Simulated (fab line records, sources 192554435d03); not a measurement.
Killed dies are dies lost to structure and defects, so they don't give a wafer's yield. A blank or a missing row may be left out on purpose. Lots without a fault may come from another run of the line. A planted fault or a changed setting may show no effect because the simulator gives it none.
Chamber matching | flow n5_finfet | N5_BEOL_M8_STRIP_19 on rie_diel-03: 4 sister chambers
The step strips in O2. 22 wafers are shown with their chamber, then 11 later ones without.

WAFERS WITH THEIR CHAMBER
wafer  | chamber | drypump_motor_current_A (A) | throttle_valve_pct (%) | showerhead_plenum_p_Torr (Torr)
L076.1 | 3       | 5.9                         | 16.89                  | 2.00
L076.2 | 0       | 5.1                         | 16.49                  | 2.04
L076.3 | 1       | 6.3                         | 16.27                  | 2.05
L076.4 | 2       | 5.5                         | 17.09                  | 2.19
L076.5 | 2       | 5.5                         | 17.09                  | 2.19
L076.6 | 3       | 5.9                         | 16.89                  | 2.00
L081.1 | 1       | 6.4                         | 16.30                  | 2.04
L081.4 | 2       | 5.5                         | 17.12                  | 2.19
L081.6 | 3       | 5.9                         | 16.90                  | 2.00
L085.1 | 3       | 5.9                         | 16.95                  | 1.99
L085.4 | 0       | 5.0                         | 16.50                  | 2.04
L085.6 | 0       | 5.1                         | 16.52                  | 2.04
L086.1 | 3       | 5.9                         | 16.93                  | 1.99
L086.4 | 2       | 5.5                         | 17.13                  | 2.18
L086.5 | 2       | 5.5                         | 17.13                  | 2.18
L088.1 | 2       | 5.5                         | 17.15                  | 2.18
L088.2 | 0       | 5.1                         | 16.52                  | 2.03
L088.6 | 3       | 5.9                         | 16.93                  | 1.99
L090.1 | 0       | 5.1                         | 16.53                  | 2.03
L090.2 | 3       | 5.9                         | 16.93                  | 1.99
L090.3 | 1       | 6.4                         | 16.32                  | 2.04
L091.1 | 1       | 6.3                         | 16.33                  | 2.04

SIGNATURES (means of the wafers above)
reading                  | chamber 0 | chamber 1 | chamber 2 | chamber 3 | scatter within a chamber
drypump_motor_current_A  | 5.080     | 6.350     | 5.500     | 5.900     | 0.0316
throttle_valve_pct       | 16.5120   | 16.3050   | 17.1183   | 16.9171   | 0.0229
showerhead_plenum_p_Torr | 2.0360    | 2.0425    | 2.1850    | 1.9943    | 0.00536
Rule: a wafer's distance from a chamber is the root of the sum, over the readings, of the square of ((its reading less the chamber's mean) divided by the reading's scatter). The wafer belongs to the nearest chamber; if the next one is less than 2 further off, it can't be placed. The scatter: the root of (the sum of the squares of (reading less its chamber's mean) over the shown wafers, divided by (wafers less chambers)).

WAFERS WITHOUT THEIR CHAMBER
wafer  | drypump_motor_current_A (A) | throttle_valve_pct (%) | showerhead_plenum_p_Torr (Torr)
L091.4 | 5.9                         | 16.93                  | 1.99
L091.6 | 6.3                         | 16.32                  | 2.03
L094.1 | 6.4                         | 16.34                  | 2.03
L094.4 | 6.4                         | 16.34                  | 2.03
L094.6 | 5.9                         | 16.94                  | 1.99
L095.2 | 6.4                         | 16.33                  | 2.03
L095.3 | 5.9                         | 16.97                  | 1.98
L095.6 | 5.9                         | 16.97                  | 1.99
L097.1 | 6.3                         | 16.33                  | 2.03
L097.4 | 5.5                         | 17.17                  | 2.17
L097.6 | 6.3                         | 16.36                  | 2.03

WHICH CHAMBER EACH WENT THROUGH
wafer  | from the rows above | in truth
L091.4 | 3                   | 3
L091.6 | 1                   | 1
L094.1 | 1                   | 1
L094.4 | 1                   | 1
L094.6 | 3                   | 3
L095.2 | 1                   | 1
L095.3 | 3                   | 3
L095.6 | 3                   | 3
L097.1 | 1                   | 1
L097.4 | 2                   | 2
L097.6 | 1                   | 1
Placed correctly: 11 of 11. Can't be placed from these rows: 0. Placed wrongly: 0.
